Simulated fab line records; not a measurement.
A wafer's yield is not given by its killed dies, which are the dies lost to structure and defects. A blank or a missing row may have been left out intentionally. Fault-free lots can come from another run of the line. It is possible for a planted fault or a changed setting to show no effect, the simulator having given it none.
Lot-split experiment | flow n5 finfet | route with 1938 steps; 7 lots, 21 wafers read

ABOUT THE SPLIT
At N5_BEOL_M8_EXPOSE_08 (exposes mask M8), the setting dose mj was moved away from the recipe's 68.25 on 4 of the 21 wafers read, by -6.3% to +5.9%. For the rest of the wafers, this setting stayed at what the recipe calls for.

FROM THE SPLIT TO THE READING: what the file shows between them, 15 steps
- N5_BEOL_M8_PEB_09: peb time 60 s
- N5_BEOL_M8_DEVELOP_10: develop time 30 s
- N5_BEOL_M8_CD_MEAS_11: target cd 38.5 nm
- N5_BEOL_M8_DESCUM_16: chemistry O2, time 7.9 s
- N5_BEOL_M8_ETCH_61: etches SiARC in CF4, target depth 45.5 nm, time 75.8 s
- N5_BEOL_M8_ETCH_62: etches SOC in N2/H2, target depth 110 nm, overetch 22 nm, time 165 s
- N5_BEOL_M8_STRIP_68: strips in N2/H2
- N5_BEOL_M8_STRIP_67: strips in CF4
- N5_BEOL_M8_HM_OPEN_17: chemistry Cl2/BCl3, target TiN, target depth 20 nm, overetch 6 nm
- N5_BEOL_M8_STRIP_19: strips in O2
- N5_BEOL_M8_CD_MEAS_18: pitch 80 nm, target cd 40 nm
- N5_BEOL_M8_COAT_63: time 60 s, resist thk 60 nm
- N5_BEOL_M8_COAT_64: time 60 s, resist thk 12 nm
- N5_BEOL_M8_PRECLEAN_42: cleans in residue remover, time 60 s
- N5_BEOL_M8_SRD_43: time 30 s

THE READING
cd nm (nm) at N5_BEOL_M8_CD_MEAS_35, where the cd target is 40 nm. Fault-free wafers of this fab line usually give 39.7 nm, standard deviation 0.56 nm.

wafer  | tool, chamber at the split | dose mj as run | against the recipe | cd nm, nm | against lot-mates on the recipe
L076.3 | arfi scanner-01, 0         | 72.26          | +5.9%              | 42.9      | +3.3
L076.4 | arfi scanner-01, 0         | 68.25          | recipe             | 39.6      | -
L076.6 | arfi scanner-01, 0         | 68.25          | recipe             | 39.6      | -
L077.1 | arfi scanner-03, 0         | 68.25          | recipe             | 39.3      | -
L077.2 | arfi scanner-03, 0         | 68.25          | recipe             | 40.3      | -
L077.6 | arfi scanner-03, 0         | 68.25          | recipe             | 39.8      | -
L081.2 | arfi scanner-03, 0         | 68.25          | recipe             | 39.8      | -
L081.3 | arfi scanner-03, 0         | 68.25          | recipe             | 40.4      | -
L081.6 | arfi scanner-03, 0         | 63.95          | -6.3%              | 36.0      | -4.1
L080.1 | arfi scanner-01, 0         | 70.77          | +3.7%              | 41.0      | +1.9
L080.4 | arfi scanner-01, 0         | 70.77          | +3.7%              | 40.7      | +1.6
L080.5 | arfi scanner-01, 0         | 68.25          | recipe             | 39.1      | -
L079.2 | arfi scanner-02, 0         | 68.25          | recipe             | 39.1      | -
L079.4 | arfi scanner-02, 0         | 68.25          | recipe             | 39.5      | -
L079.6 | arfi scanner-02, 0         | 68.25          | recipe             | 39.2      | -
L084.2 | arfi scanner-03, 0         | 68.25          | recipe             | 39.0      | -
L084.4 | arfi scanner-03, 0         | 68.25          | recipe             | 39.4      | -
L084.6 | arfi scanner-03, 0         | 68.25          | recipe             | 39.3      | -
L085.1 | arfi scanner-03, 0         | 68.25          | recipe             | 39.7      | -
L085.3 | arfi scanner-03, 0         | 68.25          | recipe             | 40.3      | -
L085.6 | arfi scanner-03, 0         | 68.25          | recipe             | 39.0      | -

THE FIT
A straight line over all 21 wafers: cd nm changes by +0.513 nm for each +1% of dose mj; r = +0.93; the points scatter about the line by 0.47 nm.
The same after taking each lot's own level away (the mean of its wafers on the recipe; 21 wafers): +0.577 nm for each +1%; r = +0.97; scatter 0.34 nm.
Per that fit: largest dose mj move, reading shift of 3.6 nm.
From 39.10 to 40.10 nm: that is the span of the lots' own levels, equal to 1.8 times the standard deviation above.
So the slope is not independent of the lot-to-lot level: the two fits are not the same.
Check: for one of the wafers moved furthest among these (-6.3%), held out of the fit, the line's prediction against its lot-mates is -3.31 nm. Against them it came out at -4.1 nm.

OTHER SPLITS ON THESE WAFERS
These wafers also went through other splits before the reading. Each is held against what the fit with the lots' levels taken away leaves over:
other split on the same wafers     | wafers away from the commonest value | r with cd nm (lot level and that fit taken away)
N5_BEOL_M6_TRENCH_ETCH_37 source w | 9                                    | -0.10
N5_BEOL_M7_COAT_59 spin rpm        | 7                                    | +0.30
N5_BEOL_M7_ETCH_61 source w        | 10                                   | +0.44

THE WHOLE CHAIN: every reading that the file lists as answering this split, in the file's order
step                  | what it does                                                         | reading                                                               | change (the file's fit)               | r (the file's)
N5_BEOL_M8_CD_MEAS_11 | target cd 38.5 nm                                                    | cd nm                                                                 | +0.616 nm for each +1% of the setting | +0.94
N5_BEOL_M8_ETCH_61    | etches SiARC in CF4, target depth 45.5 nm, time 75.8 s               | BEOL_M8.cd offset nm (the simulator's own value, which no gauge read) | +0.574 nm for each +1% of the setting | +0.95
N5_BEOL_M8_ETCH_62    | etches SOC in N2/H2, target depth 110 nm, overetch 22 nm, time 165 s | BEOL_M8.cd offset nm (the simulator's own value, which no gauge read) | +0.589 nm for each +1% of the setting | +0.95
N5_BEOL_M8_HM_OPEN_17 | chemistry Cl2/BCl3, target TiN, target depth 20 nm, overetch 6 nm    | BEOL_M8.cd offset nm (the simulator's own value, which no gauge read) | +0.603 nm for each +1% of the setting | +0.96
N5_BEOL_M8_CD_MEAS_18 | pitch 80 nm, target cd 40 nm                                         | cd nm                                                                 | +0.615 nm for each +1% of the setting | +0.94
N5_BEOL_M8_CD_MEAS_35 | target cd 40 nm                                                      | cd nm                                                                 | +0.592 nm for each +1% of the setting | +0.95

FILE'S OWN FIT
cd nm changes by +0.592 nm for each +1% of dose mj, r = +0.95.
